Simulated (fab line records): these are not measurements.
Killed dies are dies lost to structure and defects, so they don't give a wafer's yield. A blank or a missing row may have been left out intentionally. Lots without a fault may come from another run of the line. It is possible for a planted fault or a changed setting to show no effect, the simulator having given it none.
Split-lot trial / flow n5-finfet / on a route of 1938 steps: 7 lots, 21 wafers read

## THE SPLIT
At N5_BEOL_M1_EXPOSE_08 (exposes mask M1), the setting dose-mj was moved away from the recipe's 33 on 8 of the 21 wafers read, by -6.6% to +3.7%. This setting was run at the recipe's value on the other wafers.

## FROM THE SPLIT TO THE READING: what the file shows between them, 17 steps
- N5_BEOL_M1_PEB_09: peb time 60 s
- N5_BEOL_M1_DEVELOP_10: develop time 30 s
- N5_BEOL_M1_CD_MEAS_11: target cd 17.05 nm
- N5_BEOL_M1_DESCUM_16: chemistry O2, time 7 s
- N5_BEOL_M1_ETCH_74: etches underlayer in N2/H2, target depth 6.5 nm, time 5.2 s
- N5_BEOL_M1_ETCH_63: etches SiARC in CF4, target depth 15.6 nm, time 26 s
- N5_BEOL_M1_ETCH_64: etches SOC in N2/H2, target depth 75 nm, overetch 15 nm, time 112.5 s
- N5_BEOL_M1_STRIP_65: strips in N2/H2
- N5_BEOL_M1_STRIP_75: strips in N2/H2
- N5_BEOL_M1_STRIP_66: strips in CF4
- N5_BEOL_M1_HM_OPEN_17: chemistry Cl2/BCl3, target TiN, target depth 20 nm, overetch 6 nm
- N5_BEOL_M1_STRIP_19: strips in O2
- N5_BEOL_M1_CD_MEAS_18: pitch 36 nm, target cd 18 nm
- N5_BEOL_M1_COAT_67: time 60 s, resist thk 60 nm
- N5_BEOL_M1_COAT_68: time 60 s, resist thk 12 nm
- N5_BEOL_M1_PRECLEAN_42: cleans in residue remover, time 60 s
- N5_BEOL_M1_SRD_43: time 30 s

## THE READING
cd-nm, in nm, at N5_BEOL_M1_CD_MEAS_35 (target cd 18 nm, target cd y 21 nm). A value of 18.14 nm with a standard deviation of 0.29 nm is what fault-free wafers of this fab line usually give.

wafer=L075.2; tool, chamber at the split=euv-scanner-02, 0; dose-mj as run=31.32; against the recipe=-5.1%; cd-nm, nm=16.67; against lot-mates on the recipe=-1.02
wafer=L075.3; tool, chamber at the split=euv-scanner-02, 0; dose-mj as run=31.32; against the recipe=-5.1%; cd-nm, nm=16.72; against lot-mates on the recipe=-0.97
wafer=L075.5; tool, chamber at the split=euv-scanner-02, 0; dose-mj as run=33; against the recipe=recipe; cd-nm, nm=17.69; against lot-mates on the recipe=-
wafer=L076.2; tool, chamber at the split=euv-scanner-01, 0; dose-mj as run=30.97; against the recipe=-6.2%; cd-nm, nm=17.21; against lot-mates on the recipe=-1.11
wafer=L076.3; tool, chamber at the split=euv-scanner-01, 0; dose-mj as run=30.97; against the recipe=-6.2%; cd-nm, nm=16.69; against lot-mates on the recipe=-1.63
wafer=L076.6; tool, chamber at the split=euv-scanner-01, 0; dose-mj as run=33; against the recipe=recipe; cd-nm, nm=18.32; against lot-mates on the recipe=-
wafer=L080.2; tool, chamber at the split=euv-scanner-02, 0; dose-mj as run=33; against the recipe=recipe; cd-nm, nm=18.25; against lot-mates on the recipe=-
wafer=L080.3; tool, chamber at the split=euv-scanner-02, 0; dose-mj as run=31.04; against the recipe=-5.9%; cd-nm, nm=17.19; against lot-mates on the recipe=-0.89
wafer=L080.5; tool, chamber at the split=euv-scanner-02, 0; dose-mj as run=33; against the recipe=recipe; cd-nm, nm=17.92; against lot-mates on the recipe=-
wafer=L082.3; tool, chamber at the split=euv-scanner-01, 0; dose-mj as run=33; against the recipe=recipe; cd-nm, nm=18.24; against lot-mates on the recipe=-
wafer=L082.4; tool, chamber at the split=euv-scanner-01, 0; dose-mj as run=33; against the recipe=recipe; cd-nm, nm=18.02; against lot-mates on the recipe=-
wafer=L082.6; tool, chamber at the split=euv-scanner-01, 0; dose-mj as run=33; against the recipe=recipe; cd-nm, nm=18.25; against lot-mates on the recipe=-
wafer=L085.2; tool, chamber at the split=euv-scanner-02, 0; dose-mj as run=34.21; against the recipe=+3.7%; cd-nm, nm=18.62; against lot-mates on the recipe=+0.43
wafer=L085.3; tool, chamber at the split=euv-scanner-02, 0; dose-mj as run=34.21; against the recipe=+3.7%; cd-nm, nm=18.48; against lot-mates on the recipe=+0.29
wafer=L085.4; tool, chamber at the split=euv-scanner-02, 0; dose-mj as run=33; against the recipe=recipe; cd-nm, nm=18.19; against lot-mates on the recipe=-
wafer=L086.1; tool, chamber at the split=euv-scanner-02, 0; dose-mj as run=33; against the recipe=recipe; cd-nm, nm=17.78; against lot-mates on the recipe=-
wafer=L086.4; tool, chamber at the split=euv-scanner-02, 0; dose-mj as run=33; against the recipe=recipe; cd-nm, nm=17.59; against lot-mates on the recipe=-
wafer=L086.5; tool, chamber at the split=euv-scanner-02, 0; dose-mj as run=33; against the recipe=recipe; cd-nm, nm=18.68; against lot-mates on the recipe=-
wafer=L096.1; tool, chamber at the split=euv-scanner-01, 0; dose-mj as run=33; against the recipe=recipe; cd-nm, nm=18.08; against lot-mates on the recipe=-
wafer=L096.4; tool, chamber at the split=euv-scanner-01, 0; dose-mj as run=30.82; against the recipe=-6.6%; cd-nm, nm=16.66; against lot-mates on the recipe=-1.25
wafer=L096.6; tool, chamber at the split=euv-scanner-01, 0; dose-mj as run=33; against the recipe=recipe; cd-nm, nm=17.75; against lot-mates on the recipe=-

FIT RESULTS
A straight line over all 21 wafers: cd-nm changes by +0.19 nm for each +1% of dose-mj; r = +0.90; the points scatter about the line by 0.3 nm.
The same after taking each lot's own level away (the mean of its wafers on the recipe; 21 wafers): +0.178 nm for each +1%; r = +0.91; scatter 0.26 nm.
Per that fit: largest dose-mj move, reading shift of 1.2 nm.
Across the lots, their own levels run from 17.690 to 18.320 nm, a range of 2.2 times the standard deviation given above.
So the lot-to-lot level changes the slope little: the two slopes agree.
Check: with one of the wafers moved furthest among these (-6.6%) left out of the fit, the line predicts -1.23 nm for it against its lot-mates. It came out at -1.25 nm against them.

## THE WHOLE CHAIN: every reading that the file lists as answering this split, in the file's order
step=N5_BEOL_M1_CD_MEAS_11; what it does=target cd 17.05 nm; reading=cd-nm; change (the file's fit)=+0.223 nm for each +1% of the setting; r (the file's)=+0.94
step=N5_BEOL_M1_ETCH_74; what it does=etches underlayer in N2/H2, target depth 6.5 nm, time 5.2 s; reading=BEOL_M1.cd-offset-nm (the simulator's own value, which no gauge read); change (the file's fit)=+0.209 nm for each +1% of the setting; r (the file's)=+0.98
step=N5_BEOL_M1_ETCH_63; what it does=etches SiARC in CF4, target depth 15.6 nm, time 26 s; reading=BEOL_M1.cd-offset-nm (the simulator's own value, which no gauge read); change (the file's fit)=+0.218 nm for each +1% of the setting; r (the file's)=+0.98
step=N5_BEOL_M1_HM_OPEN_17; what it does=chemistry Cl2/BCl3, target TiN, target depth 20 nm, overetch 6 nm; reading=BEOL_M1.cd-offset-nm (the simulator's own value, which no gauge read); change (the file's fit)=+0.202 nm for each +1% of the setting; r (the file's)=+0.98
step=N5_BEOL_M1_CD_MEAS_18; what it does=pitch 36 nm, target cd 18 nm; reading=cd-nm; change (the file's fit)=+0.201 nm for each +1% of the setting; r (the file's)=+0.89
step=N5_BEOL_M1_CD_MEAS_35; what it does=target cd 18 nm, target cd y 21 nm; reading=cd-nm; change (the file's fit)=+0.182 nm for each +1% of the setting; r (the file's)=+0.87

## THE FILE'S OWN FIT
cd-nm changes by +0.182 nm for each +1% of dose-mj, r = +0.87.
